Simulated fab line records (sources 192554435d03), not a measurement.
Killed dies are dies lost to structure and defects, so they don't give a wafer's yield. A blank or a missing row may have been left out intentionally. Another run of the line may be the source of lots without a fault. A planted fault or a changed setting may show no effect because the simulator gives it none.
One fault through the eyes of 2 desks :: flow n5 finfet :: what lay behind the numbers comes last; until then each desk has only its own

THE METROLOGY DESK
What the gauges read for every lot (on any tool): the sampled wafers with a number, averaged. If a lot's mean is further than 4 standard deviations from the usual mean, the lot is out of limits and carries the mark OUT (the distance appears in the brackets). It has 10 readings, of which 7 appear: the earliest out of limits, and the ones furthest out on some lot.
Columns: A = DIBL_N at N5_BEOL_M4_RC_MEAS_101, usual 36.5 mV/V; B = DIBL_P at N5_BEOL_M4_RC_MEAS_101, usual 36.6 mV/V; C = IOFF_N at N5_BEOL_M4_RC_MEAS_101, usual 0.167 nA/um; D = IOFF_P at N5_BEOL_M4_RC_MEAS_101, usual 0.21 nA/um; E = ION_P at N5_BEOL_M4_RC_MEAS_101, usual 460 uA/um; F = SS_N at N5_BEOL_M4_RC_MEAS_101, usual 71.6 mV/dec; G = SS_P at N5_BEOL_M4_RC_MEAS_101, usual 73.4 mV/dec
lot: L296
first seen here: day 7 20:03
A: 35.6
B: 36.5
C: 0.157
D: 0.18
E: 452
F: 71.8
G: 73.4

lot: L295
first seen here: day 8 10:10
A: 34.4
B: 33.0
C: 0.142
D: 0.20
E: 470
F: 71.0
G: 72.8

lot: L297
first seen here: day 8 10:22
A: 36.3
B: 36.4
C: 0.169
D: 0.21
E: 454
F: 71.8
G: 74.1

lot: L298
first seen here: day 8 13:14
A: 35.6
B: 36.1
C: 0.146
D: 0.21
E: 465
F: 71.6
G: 73.1

lot: L299
first seen here: day 9 03:16
A: 36.3
B: 35.2
C: 0.155
D: 0.23
E: 466
F: 71.0
G: 73.3

lot: L301
first seen here: day 9 12:23
A: 38.2
B: 35.9
C: 0.252
D: 0.21
E: 450
F: 74.6 (+5.3) OUT
G: 73.7

lot: L307
first seen here: day 11 02:14
A: 38.0
B: 38.3
C: 0.193
D: 0.20
E: 457
F: 72.2
G: 74.0

lot: L309
first seen here: day 11 23:48
A: 37.6
B: 38.5
C: 0.191
D: 0.26
E: 472
F: 71.6
G: 73.4

lot: L310
first seen here: day 12 01:44
A: 36.8
B: 37.6
C: 0.175
D: 0.21
E: 462
F: 71.4
G: 73.7

lot: L313
first seen here: day 13 01:41
A: 38.6
B: 39.3
C: 0.194
D: 0.25
E: 465
F: 71.9
G: 74.0

lot: L317
first seen here: day 13 16:08
A: 37.4
B: 36.8
C: 0.159
D: 0.23
E: 460
F: 71.6
G: 73.4
This desk's result: L301 out of limits, first on L301 (SS_N at N5_BEOL_M4_RC_MEAS_101), day 9 12:23. L296, L295, L297, L298, L299, L307, L309, L310, L313, L317: within limits.

AT THE TOOL OWNER'S DESK: rie si-04
The tool's own readings at N5_SD_EPI_N_SD_RECESS_17 (chemistry HBr/Cl2/O2, target depth 41 nm, time 23.7 s, bt time 3 s): means of the sampled wafers that have a number, for each lot that ran on this tool. If a lot's mean is further than 4 standard deviations from the usual mean, the lot is out of limits and carries the mark OUT (the distance appears in the brackets).
Columns: A = drypump motor current A at N5_SD_EPI_N_SD_RECESS_17, usual 5.6 A; B = oes product au at N5_SD_EPI_N_SD_RECESS_17, usual 0.999 a.u.; C = throttle valve pct at N5_SD_EPI_N_SD_RECESS_17, usual 37.10 %
lot: L296
first seen here: day 3 07:20
A: 5.4
B: 0.995
C: 36.92

lot: L301
first seen here: day 4 12:50
A: 5.8
B: 1.012
C: 36.90
Result from this desk: across the 2 lots, nothing is out of limits.

BROUGHT TOGETHER
The metrology desk could have raised an alarm at day 9 12:23, on L301.
The tool owner's desk saw nothing out of limits.
Tool owner's desk: L301 on record, inside its limits.
N5_SD_EPI_N_SD_RECESS_17 was run on rie si-04 by each of the lots named.

WHAT WAS PUT IN BY THE SIMULATOR
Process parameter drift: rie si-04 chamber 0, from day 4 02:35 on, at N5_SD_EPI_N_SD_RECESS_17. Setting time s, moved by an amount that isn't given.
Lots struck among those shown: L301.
Delay in hours, fault start to first out-of-limits reading, per desk: metrology desk 130.
